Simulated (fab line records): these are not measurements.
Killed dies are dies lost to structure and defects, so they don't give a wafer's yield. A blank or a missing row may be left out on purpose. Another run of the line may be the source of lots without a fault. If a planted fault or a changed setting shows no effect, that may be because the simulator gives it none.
Code-filled problem report in 8D (eight disciplines) form + flow nand-harc + the parts of the form that need people (team, actions taken, sign-off) are left out

== 1. THE PROBLEM ==
Wafers without a fault read 499.5 W, standard deviation 1.5; rf-fwd-power-W at NHARC_A_STAIRCASE_DEP_325 reads a mean of 559.7 W on 6 wafers belonging to 2 lots. That is +40 standard deviations from the usual mean.
The step: deposits SiO2, target thk 3800 nm.
Earliest sighting: wafer L643.2 on pecvd-03 at day 16 09:52. At this step, 36 wafers from 12 lots have a number in the record. Rule for "out", or "out of limits": more than 4 standard deviations from the usual mean. Any other wafer with a number is counted as sound.

== 2. WHAT IT IS; WHAT IT IS NOT ==
| question                    | is                     | is not                                                                                       |
|-----------------------------|------------------------|----------------------------------------------------------------------------------------------|
| which readings at this step | rf-fwd-power-W         | heater-power-w                                                                               |
| which lots                  | L643, L644             | L630, L631, L632, L633, L634, L646, L648, L649, L650, L651                                   |
| which wafers of those lots  | all that have a number | -                                                                                            |
| read on which tools         | pecvd-03               | pecvd-01, pecvd-02                                                                           |
| when                        | from day 16 09:52      | up to then (15 sound wafers); but 15 sound wafers of L646, L648, L649, L650, L651 came after |

== 3. WHAT RULES OUT EACH SUSPECT ==
Counting: a tool stays on the suspect list if, at a process step up to the reading, it processed all lots that are out and no sound lot following the first of them.
- pecvd-03 at NHARC_A_STAIRCASE_DEP_325 (deposits SiO2, target thk 3800 nm): kept. It processed each lot that is out, first L643 at day 16 09:52, and no sound lot thereafter; up to then, the last sound lot it processed was L632 at day 14 03:40. Its own rf-fwd-power-W readings are out on those wafers.
Remaining after the count: pecvd-03 at NHARC_A_STAIRCASE_DEP_325.

== 4. THE CAUSE (what the simulator had put in) ==
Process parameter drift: pecvd-03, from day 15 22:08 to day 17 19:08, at NHARC_A_STAIRCASE_DEP_325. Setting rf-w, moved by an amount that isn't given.
This tool alone remained once counting was done.

== 5. SEQUENCE OF EFFECTS, ordered by route ==
Rows list readings where the struck wafers' mean (over those with a number) sits beyond 3 standard deviations from the usual. Only readings for which the record gives a usual standard deviation are gone through. hours: the time from each lot's start at the first step in this table that gives one to its start at this step, as a median over the lots. sigmas: the change in usual standard deviations.
| hours | step                      | reading        | usual   | on struck wafers | change | sigmas |
|-------|---------------------------|----------------|---------|------------------|--------|--------|
| 0     | NHARC_A_STAIRCASE_DEP_325 | rf-fwd-power-W | 499.5 W | 559.7            | +60.2  | +40    |
Its process steps:
- NHARC_A_STAIRCASE_DEP_325: deposits SiO2, target thk 3800 nm.
At these later measuring or inspecting steps, every struck wafer for which the step has a row has a number for every such reading, and none has moved that far: NHARC_END_SORT_01.

== 6. WHAT WOULD HAVE CAUGHT IT SOONER ==
12 hours passed between the start of the fault at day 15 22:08 and the first reading out of limits in this record, taken at day 16 09:52.
